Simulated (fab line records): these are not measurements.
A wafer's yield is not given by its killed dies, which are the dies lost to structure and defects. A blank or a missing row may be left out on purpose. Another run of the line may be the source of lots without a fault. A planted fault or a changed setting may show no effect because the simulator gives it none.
fab line records    flow nand-harc
record lots=13  wafers=39  last-day=33
route steps=1302 shown A_STAIRCASE@681
lots untouched by any fault: they come from a run of this same line in which no faults occurred
start-h: start of the lot's first displayed wafer, in hours after the record's first day    wait-h: hours since the lot's step before    " identical to the entry in the row above    L1.1+2: one row covering several wafers at once    - no value present, or no start provided    * or withheld: withheld    < > ~ a bound
route shown NAME@n: names a module that has steps shown in the file, with the first one's number in the route    usual: mean and standard deviation over wafers with no fault    same: alike in all rows    chamber/n: place in a boat    sites: per-site readings    _std_site: how widely they spread, as a standard deviation    _edge_site: mean of outer sites minus mean of inner sites    radius-mm: how far each site lies from the wafer's centre    mask NAME#n: copy n    behind: the tool/chamber that last shaped the wafer    hold: cause of the lot's hold/its duration in hours/its outcome    device: the n, p or np transistor that did not switch    end of line: at the end of the route, the tests of the same wafers    for a step that has no rows: nothing shown but its recipe    killed: dies that structure and defects cost at the first sort, which is not the same as the wafer's yield    map: a wafer's dies, marking killed ones x, the rest . and places with no die _
set.NAME: the setting the step ran with; set.NAME@STEP: the setting that earlier step ran with    model.NAME: the simulator's own value behind a step, which no gauge read
route steps across a sampled set of lots; one table per step, one row per wafer
services: from which hour (start-h, from the record's first day; less than 0 if before it) a tool's chamber was out of use, for how many hours, and why
## steps
# step NHARC_A_STAIRCASE_TRIM_24
# recipe time-s=211.2  o2-flow-sccm=500  ar-flow-sccm=0  bias-w=0  chemistry=O2
# usual drypump-motor-current-A=5.7/0.66  oes-product-au=1.001/0.012  rf-vpp-V=57.8/0.75  showerhead-plenum-p-Torr=3.50/0.11  throttle-valve-pct=17.035/0.0084
lot.wafer  tool         chamber  start-h  wait-h  drypump-motor-current-A  oes-product-au  rf-hours-counter-h  rf-vpp-V  showerhead-plenum-p-Torr  throttle-valve-pct
L931.3     rie-diel-13  3        -        -       5.3                      1.008           1                   59.0      3.65                      17.043
L931.1     "            1        "        "       5.0                      0.987           1                   56.1      3.58                      17.048
L931.5     "            3        "        "       5.3                      1.005           -                   55.3      3.65                      17.035
L930.4     rie-diel-09  1        -        -       6.5                      1.014           14                  59.5      3.74                      17.023
L930.2     "            2        "        "       6.5                      0.995           14                  56.6      3.43                      17.037
L930.1     "            3        "        "       5.0                      0.998           12                  57.1      3.42                      17.040
L932.1     rie-diel-09  0        -        -       5.2                      1.003           20                  57.1      3.47                      17.043
L932.3     "            2        "        "       6.5                      0.999           20                  58.1      3.42                      17.026
L932.4     "            3        "        "       5.0                      0.986           18                  58.0      3.42                      17.039
L935.4     rie-diel-11  3        -        -       4.8                      0.987           50                  58.0      3.31                      17.028
L935.2     "            0        "        "       5.1                      0.991           46                  59.2      3.49                      17.037
L935.5     "            3        "        "       4.8                      0.986           -                   58.2      3.31                      17.016
L939.3     rie-diel-09  2        -        -       6.5                      0.995           33                  57.4      3.42                      17.037
L939.4     "            3        "        "       5.1                      0.993           38                  57.5      3.41                      17.026
L939.1     "            1        "        "       6.5                      1.010           40                  59.5      3.72                      17.038
L943.3     rie-diel-13  0        -        -       5.6                      0.992           46                  57.2      3.49                      17.045
L943.5     "            0        "        "       5.6                      0.986           -                   57.0      3.49                      17.040
L943.6     "            1        "        "       5.0                      0.986           -                   59.0      3.56                      17.035
L942.1     rie-diel-13  1        -        -       5.0                      0.985           49                  57.5      3.56                      17.047
L942.3     "            3        "        "       5.3                      1.003           47                  56.4      3.63                      17.020
L942.6     "            0        "        "       5.6                      0.979           -                   56.8      3.49                      17.012
L947.4     rie-diel-11  3        -        -       4.8                      0.976           25                  56.9      3.29                      17.043
L947.2     "            1        "        "       6.3                      0.999           28                  58.0      3.41                      17.041
L947.6     "            3        "        "       4.8                      0.976           -                   57.4      3.29                      17.024
L945.4     rie-diel-09  0        -        -       5.2                      1.012           14                  58.5      3.44                      17.045
L945.5     "            3        "        "       5.0                      1.008           -                   57.4      3.39                      17.039
L945.6     "            0        "        "       5.2                      1.010           -                   57.6      3.44                      17.026
L951.1     rie-diel-09  3        -        -       5.0                      1.015           26                  58.5      3.39                      17.033
L951.2     "            2        "        "       6.5                      1.017           26                  57.1      3.40                      17.031
L951.5     "            3        "        "       5.0                      1.013           -                   57.1      3.39                      17.028
L952.2     rie-diel-13  2        -        -       6.3                      1.008           10                  58.8      3.55                      17.039
L952.4     "            3        "        "       5.3                      1.004           11                  58.3      3.62                      17.039
L952.3     "            0        "        "       5.6                      0.988           10                  58.5      3.48                      17.027
L950.3     rie-diel-13  2        -        -       6.4                      0.988           13                  59.1      3.55                      17.042
L950.1     "            0        "        "       5.6                      0.979           12                  57.3      3.48                      17.032
L950.5     "            3        "        "       5.3                      1.005           -                   57.9      3.62                      17.037
L949.4     rie-diel-11  1        -        -       6.3                      1.000           43                  57.6      3.40                      17.046
L949.3     "            2        "        "       6.5                      1.003           45                  58.2      3.50                      17.023
L949.1     "            3        "        "       4.8                      0.983           41                  57.2      3.28                      17.041
# step NHARC_A_STAIRCASE_TRIM_187
# recipe time-s=211.2  o2-flow-sccm=500  ar-flow-sccm=0  bias-w=0  chemistry=O2
# usual drypump-motor-current-A=5.7/0.67  oes-product-au=1.001/0.012  rf-vpp-V=57.7/0.89  showerhead-plenum-p-Torr=3.49/0.11  throttle-valve-pct=17.035/0.0099
lot.wafer  tool         chamber  start-h  wait-h  drypump-motor-current-A  oes-product-au  rf-hours-counter-h  rf-vpp-V  showerhead-plenum-p-Torr  throttle-valve-pct
L931.3     rie-diel-13  0        360.33   0.1     5.6                      0.999           1                   57.5      3.51                      17.036
L931.1     "            2        "        "       6.3                      0.996           2                   60.3      3.59                      17.028
L931.5     "            0        "        "       5.6                      0.998           -                   58.3      3.51                      17.027
L930.1     rie-diel-13  3        363.27   0.1     5.3                      1.021           4                   58.9      3.65                      17.044
L930.2     "            0        "        "       5.6                      1.001           3                   60.3      3.51                      17.045
L930.4     "            2        "        "       6.3                      0.997           3                   58.8      3.59                      17.020
L932.1     rie-diel-11  1        392.04   0.1     6.3                      1.007           40                  57.6      3.43                      17.051
L932.3     "            2        "        "       6.5                      1.009           40                  57.5      3.53                      17.030
L932.4     "            0        "        "       5.2                      0.999           38                  58.8      3.49                      17.044
L935.4     rie-diel-11  1        415.54   0.1     6.3                      0.996           48                  57.5      3.43                      17.026
L935.2     "            2        "        "       6.5                      0.997           51                  57.2      3.53                      17.036
L935.5     "            0        "        "       5.1                      0.999           -                   56.2      3.49                      17.037
L939.3     rie-diel-13  0        450.88   0.1     5.6                      0.991           32                  57.6      3.50                      17.032
L939.4     "            1        "        "       5.0                      0.990           34                  57.8      3.56                      17.042
L939.1     "            2        "        "       6.3                      1.011           35                  58.7      3.57                      17.021
L943.3     rie-diel-09  1        495.01   0.1     6.5                      0.995           54                  57.8      3.72                      17.021
L943.5     "            2        "        "       6.5                      0.996           -                   57.5      3.41                      17.055
L943.6     "            0        "        "       5.2                      1.010           -                   55.3      3.45                      17.042
L942.3     rie-diel-09  2        506.46   0.1     6.5                      1.024           0                   57.2      3.41                      17.047
L942.1     "            3        "        "       5.0                      1.011           0                   56.6      3.40                      17.018
L942.6     "            3        "        "       5.1                      1.002           -                   58.0      3.40                      17.034
L947.4     rie-diel-11  0        532.15   0.1     5.1                      0.985           33                  58.8      3.47                      17.028
L947.2     "            1        "        "       6.2                      0.984           29                  57.7      3.41                      17.040
L947.6     "            2        "        "       6.5                      0.997           -                   58.2      3.51                      17.034
L945.4     rie-diel-09  1        535.77   0.1     6.5                      1.017           15                  59.5      3.71                      17.046
L945.5     "            1        "        "       6.5                      1.030           -                   58.5      3.71                      17.043
L945.6     "            2        "        "       6.5                      1.010           -                   57.6      3.40                      17.034
L951.2     rie-diel-09  3        569.23   0.2     5.1                      0.997           27                  56.3      3.39                      17.033
L951.1     "            0        "        "       5.2                      1.003           27                  56.9      3.43                      17.016
L951.5     "            2        "        "       6.5                      1.012           -                   57.5      3.39                      17.031
L952.4     rie-diel-09  1        570.12   0.3     6.5                      1.019           28                  57.2      3.70                      17.033
L952.2     "            2        "        "       6.5                      1.010           27                  57.8      3.39                      17.035
L952.3     "            3        "        "       5.0                      1.005           27                  56.6      3.39                      17.055
L950.1     rie-diel-13  0        574.44   0.1     5.6                      0.984           12                  58.6      3.48                      17.043
L950.3     "            3        "        "       5.3                      1.003           13                  59.5      3.62                      17.052
L950.5     "            1        "        "       5.0                      0.987           -                   56.8      3.55                      17.040
L949.3     rie-diel-11  1        574.55   0.1     6.3                      0.997           43                  57.6      3.40                      17.053
L949.4     "            2        "        "       6.5                      1.004           45                  57.1      3.50                      17.046
L949.1     "            0        "        "       5.1                      0.991           51                  58.0      3.46                      17.047
# step NHARC_A_STAIRCASE_ETCH_188
# recipe target-depth-a=1000  time-s=40.5  ion-energy-ev=400  c4f8-flow-sccm=20  o2-flow-sccm=10  ar-flow-sccm=withheld  rf-w=600  bias-w=1000  chemistry=C4F8/O2
# usual oes-product-au=0.945/0.015  rf-fwd-power-W=592/3.2  rf-vpp-V=895/4.3
lot.wafer  tool         chamber  start-h  wait-h  oes-product-au  rf-fwd-power-W  rf-hours-counter-h  rf-vpp-V
L931.1     rie-diel-13  3        361.45   -       0.933           590             3                   901
L931.3     "            0        "        "       0.936           593             2                   896
L931.5     "            1        "        "       0.925           587             -                   898
L930.4     rie-diel-13  0        363.42   -       0.933           588             3                   896
L930.2     "            1        "        "       0.940           587             3                   897
L930.1     "            2        "        "       0.938           599             3                   898
L932.4     rie-diel-11  0        392.20   -       0.954           594             38                  896
L932.1     "            1        "        "       0.943           590             40                  893
L932.3     "            2        "        "       0.944           585             40                  897
L935.2     rie-diel-11  0        415.69   -       0.951           595             46                  895
L935.4     "            2        "        "       0.964           587             51                  895
L935.5     "            0        "        "       0.934           594             -                   895
L939.1     rie-diel-13  1        451.04   -       0.921           585             34                  898
L939.3     "            3        "        "       0.941           589             29                  899
L939.4     "            0        "        "       1.136           831             32                  896
L943.3     rie-diel-09  2        495.19   -       0.946           598             49                  892
L943.6     "            2        "        "       0.949           595             -                   890
L943.5     "            0        "        "       0.951           594             -                   893
L942.1     rie-diel-09  3        506.62   -       0.956           595             0                   892
L942.3     "            2        "        "       0.973           589             0                   892
L942.6     "            3        "        "       0.953           594             -                   891
L947.2     rie-diel-11  2        532.28   -       0.938           589             33                  894
L947.4     "            0        "        "       0.944           594             33                  894
L947.6     "            1        "        "       0.938           591             -                   891
L945.4     rie-diel-09  1        535.94   -       0.961           594             15                  903
L945.6     "            0        "        "       0.976           595             -                   892
L945.5     "            1        "        "       0.956           591             -                   903
L951.2     rie-diel-09  3        569.36   -       0.946           592             27                  891
L951.1     "            0        "        "       0.956           596             27                  892
L951.5     "            2        "        "       0.941           592             -                   891
L952.4     rie-diel-09  0        570.32   -       0.927           598             28                  892
L952.2     "            2        "        "       0.936           593             27                  891
L952.3     "            3        "        "       0.935           592             27                  890
L950.1     rie-diel-13  2        574.62   -       0.934           598             13                  898
L950.3     "            0        "        "       0.911           591             12                  893
L950.5     "            2        "        "       0.932           598             -                   898
L949.4     rie-diel-11  2        574.72   -       0.928           587             45                  893
L949.1     "            3        "        "       0.926           592             42                  887
L949.3     "            1        "        "       0.934           591             43                  891
# step NHARC_A_STAIRCASE_TRIM_189
# recipe time-s=211.2  o2-flow-sccm=500  ar-flow-sccm=0  bias-w=0  chemistry=O2
# usual drypump-motor-current-A=5.7/0.66  oes-product-au=1.003/0.012  rf-vpp-V=57.8/0.83  showerhead-plenum-p-Torr=3.50/0.11  throttle-valve-pct=17.037/0.0084
lot.wafer  tool         chamber  start-h  wait-h  drypump-motor-current-A  oes-product-au  rf-hours-counter-h  rf-vpp-V  showerhead-plenum-p-Torr  throttle-valve-pct
L931.3     rie-diel-13  1        -        -       5.0                      0.988           2                   57.1      3.58                      17.060
L931.1     "            3        "        "       5.3                      1.006           3                   58.5      3.65                      17.041
L931.5     "            0        "        "       5.6                      0.998           -                   57.2      3.51                      17.061
L930.2     rie-diel-13  3        -        -       5.3                      1.035           4                   58.5      3.65                      17.030
L930.1     "            0        "        "       5.6                      1.015           3                   58.5      3.51                      17.041
L930.4     "            1        "        "       4.9                      0.997           3                   57.8      3.58                      17.043
L932.3     rie-diel-11  2        -        -       6.5                      0.996           40                  59.3      3.53                      17.040
L932.4     "            0        "        "       5.1                      1.001           38                  57.2      3.49                      17.041
L932.1     "            1        "        "       6.3                      1.001           40                  58.7      3.43                      17.045
L935.4     rie-diel-11  2        -        -       6.5                      1.019           51                  57.7      3.53                      17.036
L935.2     "            3        "        "       4.8                      0.990           51                  57.9      3.31                      17.045
L935.5     "            1        "        "       6.3                      1.015           -                   56.8      3.43                      17.024
L939.1     rie-diel-13  1        -        -       4.9                      0.988           34                  58.5      3.56                      17.027
L939.3     "            2        "        "       6.3                      0.994           35                  59.3      3.57                      17.036
L939.4     "            0        "        "       5.6                      0.995           32                  57.8      3.50                      17.028
L943.3     rie-diel-09  0        -        -       5.2                      1.006           56                  57.4      3.45                      17.034
L943.6     "            0        "        "       5.2                      1.018           -                   58.1      3.45                      17.028
L943.5     "            1        "        "       6.5                      0.996           -                   58.5      3.72                      17.026
L942.1     rie-diel-09  1        -        -       6.4                      1.013           0                   58.0      3.72                      17.023
L942.3     "            3        "        "       5.0                      1.012           0                   57.8      3.40                      17.045
L942.6     "            1        "        "       6.5                      1.016           -                   58.1      3.71                      17.038
L947.2     rie-diel-11  3        -        -       4.8                      0.973           25                  58.6      3.29                      17.044
L947.4     "            1        "        "       6.3                      0.976           29                  57.7      3.41                      17.037
L947.6     "            3        "        "       4.8                      0.969           -                   55.9      3.29                      17.047
L945.4     rie-diel-09  1        -        -       6.4                      1.017           15                  56.9      3.71                      17.041
L945.5     "            3        "        "       5.1                      0.992           -                   58.3      3.39                      17.039
L945.6     "            0        "        "       5.2                      1.015           -                   58.1      3.44                      17.046
L951.1     rie-diel-09  2        -        -       6.5                      1.007           27                  55.9      3.39                      17.023
L951.2     "            0        "        "       5.2                      1.012           27                  57.4      3.43                      17.039
L951.5     "            2        "        "       6.5                      1.015           -                   59.0      3.39                      17.024
L952.4     rie-diel-09  1        -        -       6.5                      1.017           28                  58.6      3.70                      17.028
L952.2     "            2        "        "       6.5                      1.019           28                  59.0      3.39                      17.038
L952.3     "            0        "        "       5.1                      1.007           28                  57.6      3.43                      17.034
L950.1     rie-diel-13  3        -        -       5.3                      1.016           13                  57.1      3.62                      17.027
L950.3     "            1        "        "       5.0                      0.993           12                  58.7      3.55                      17.049
L950.5     "            3        "        "       5.3                      1.004           -                   58.8      3.62                      17.039
L949.3     rie-diel-11  3        -        -       4.8                      0.993           42                  57.3      3.28                      17.030
L949.1     "            0        "        "       5.2                      0.993           51                  58.1      3.46                      17.042
L949.4     "            1        "        "       6.3                      1.007           43                  57.4      3.40                      17.038
## services
tool         chamber  start-h  hours  kind
rie-diel-13  -        343.03   9.0    pm
rie-diel-09  0        353.64   -      clean
rie-diel-09  1        353.64   -      clean
rie-diel-09  2        353.64   -      clean
rie-diel-09  3        353.64   -      clean
rie-diel-09  0        378.14   -      clean
rie-diel-09  1        378.14   -      clean
rie-diel-09  2        378.14   -      clean
rie-diel-09  3        378.14   -      clean
rie-diel-09  2        392.13   13.0   repair
rie-diel-09  0        402.77   -      clean
rie-diel-09  1        402.77   -      clean
rie-diel-09  3        402.77   -      clean
rie-diel-09  0        427.37   -      clean
rie-diel-09  1        427.37   -      clean
rie-diel-09  2        427.37   -      clean
rie-diel-09  3        427.37   -      clean
rie-diel-11  -        433.52   9.0    pm
rie-diel-09  0        451.97   -      clean
rie-diel-13  2        458.66   13.8   repair
rie-diel-09  3        489.26   9.1    repair
rie-diel-09  -        497.16   9.0    pm
rie-diel-11  1        505.11   6.3    repair
rie-diel-11  3        508.59   2.6    repair
## key
first-sign step=NHARC_A_STAIRCASE_ETCH_188  reading=rf-fwd-power-W  direction=up  sigmas=75  usual=*  struck=*
effect step=NHARC_A_STAIRCASE_ETCH_188  reading=oes-product-au  direction=up  sigmas=12  usual=0.945  struck=1.136
met-at NHARC_A_STAIRCASE_ETCH_188
struck-lots L939
struck-wafers L939.4
later-rows-left-out L939.4
sort-left-out L939.4
tester-left-out L939
not-acting-at NHARC_A_STAIRCASE_TRIM_24,NHARC_A_STAIRCASE_TRIM_187,NHARC_A_STAIRCASE_TRIM_189
onset-between 363.42 451.04
fault kind=process-parameter-drift  tool=rie-diel-13  chamber=0  onset-h=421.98  steps=NHARC_A_STAIRCASE_ETCH_188  channel=rf-w  offset=*  shape=step  end-h=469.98  acts-in=*  stated=*
# tester-left-out: of these lots the tester's yield and bins aren't shown, on N5 and GAA mostly nor the transistor test; their killed dies are dies lost to structure and defects alone, not to doping, threshold or leakage, so they don't give the yield
# sort-left-out: the simulated sort isn't trusted on such a fault, so these wafers' sort isn't shown, and their yield isn't known
# later-rows-left-out: the simulator's readings of these wafers behind a module that went badly wrong aren't trusted and aren't shown, but for the sort
